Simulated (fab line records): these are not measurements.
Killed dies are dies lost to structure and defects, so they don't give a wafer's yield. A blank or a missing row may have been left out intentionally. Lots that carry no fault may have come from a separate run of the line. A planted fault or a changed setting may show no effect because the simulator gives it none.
Lot-split experiment | flow n5Finfet | 7 lots, 21 wafers read, on a route of 1938 steps

## ON THE SPLIT
At N5_SD_EPI_N_EPI_21 (deposits Si:P, time 690 s), the setting epiGrowthTimeS was moved away from the recipe's 690 s on 2 of the 21 wafers read, by -9.1% to -3.1%. For the rest of the wafers, this setting stayed at what the recipe calls for.

Reading taken at the split's own step.

## THE READING
Si-P_of_SD_EPI_N_EPI_21.thkNm (the simulator's own value, which no gauge read), in nm, at N5_SD_EPI_N_EPI_21 (deposits Si:P, time 690 s). No usual value for it is given in the file. Average 59.3 nm, standard deviation 0.59 nm, over the 19 wafers here run with the recipe.

wafer  | tool, chamber at the split | epiGrowthTimeS as run, s | against the recipe | Si-P_of_SD_EPI_N_EPI_21.thkNm, nm | against lot-mates on the recipe
L074.2 | epiRpcvd-02, 0             | 690                      | recipe             | 59.2                              | -
L074.4 | epiRpcvd-02, 0             | 690                      | recipe             | 58.4                              | -
L074.6 | epiRpcvd-02, 0             | 668.6                    | -3.1%              | 58.4                              | -0.4
L075.3 | epiRpcvd-02, 0             | 690                      | recipe             | 59.2                              | -
L075.5 | epiRpcvd-02, 0             | 690                      | recipe             | 59.2                              | -
L075.6 | epiRpcvd-02, 0             | 627.3                    | -9.1%              | 55.2                              | -4.0
L080.1 | epiRpcvd-04, 0             | 690                      | recipe             | 59.6                              | -
L080.4 | epiRpcvd-04, 0             | 690                      | recipe             | 59.6                              | -
L080.2 | epiRpcvd-04, 0             | 690                      | recipe             | 60.2                              | -
L082.1 | epiRpcvd-04, 0             | 690                      | recipe             | 59.2                              | -
L082.3 | epiRpcvd-04, 0             | 690                      | recipe             | 59                                | -
L082.6 | epiRpcvd-04, 0             | 690                      | recipe             | 60.2                              | -
L084.3 | epiRpcvd-04, 0             | 690                      | recipe             | 58.6                              | -
L084.4 | epiRpcvd-04, 0             | 690                      | recipe             | 58.4                              | -
L084.5 | epiRpcvd-04, 0             | 690                      | recipe             | 58                                | -
L088.2 | epiRpcvd-01, 0             | 690                      | recipe             | 59.4                              | -
L088.6 | epiRpcvd-01, 0             | 690                      | recipe             | 59.4                              | -
L088.4 | epiRpcvd-01, 0             | 690                      | recipe             | 59.6                              | -
L091.3 | epiRpcvd-02, 0             | 690                      | recipe             | 59.2                              | -
L091.5 | epiRpcvd-02, 0             | 690                      | recipe             | 60.2                              | -
L091.6 | epiRpcvd-02, 0             | 690                      | recipe             | 59.4                              | -

FIT RESULTS
A straight line over all 21 wafers: Si-P_of_SD_EPI_N_EPI_21.thkNm changes by +0.432 nm for each +1% of epiGrowthTimeS; r = +0.84; the points scatter about the line by 0.6 nm.
The same after taking each lot's own level away (the mean of its wafers on the recipe; 21 wafers): +0.412 nm for each +1%; r = +0.91; scatter 0.4 nm.
Per that fit: largest epiGrowthTimeS move, reading shift of 3.7 nm.
The span of the lots' own levels, 58.33 to 59.80 nm, comes to 2.5 times the standard deviation stated above.
The two slopes are in agreement: the lot-to-lot level therefore moves the slope only a little.
Check: for one of the wafers moved furthest among these (-9.1%), held out of the fit, the line's prediction against its lot-mates is -1.17 nm. Against them it came out at -4 nm.

## FURTHER SPLITS ON THESE WAFERS
Before the reading, these wafers also passed through other splits. Each is held against what the fit with the lots' levels taken away leaves over:
other split on the same wafers           | wafers away from the commonest value | r with Si-P_of_SD_EPI_N_EPI_21.thkNm (lot level and that fit taken away)
N5_WELL_APT_COAT_02 spinRpm              | 3                                    | +0.52
N5_PMOS_HMC_CHANNEL_EPI_EXPOSE_06 doseMj | 7                                    | +0.09
N5_PMOS_HMC_CHANNEL_EPI_PEB_07 pebTimeS  | 9                                    | +0.05
N5_FIN_CUT_COAT_19 spinRpm               | 9                                    | +0.16
N5_DUMMY_GATE_COAT_28 spinRpm            | 6                                    | +0.05
N5_DUMMY_GATE_DESCUM_20 timeS            | 7                                    | -0.15
N5_SD_EPI_N_ETCH_45 targetDepthA         | 4                                    | -0.05

## THE FILE'S OWN FIT
Si-P_of_SD_EPI_N_EPI_21.thkNm changes by +0.408 nm for each +1% of epiGrowthTimeS, r = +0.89.
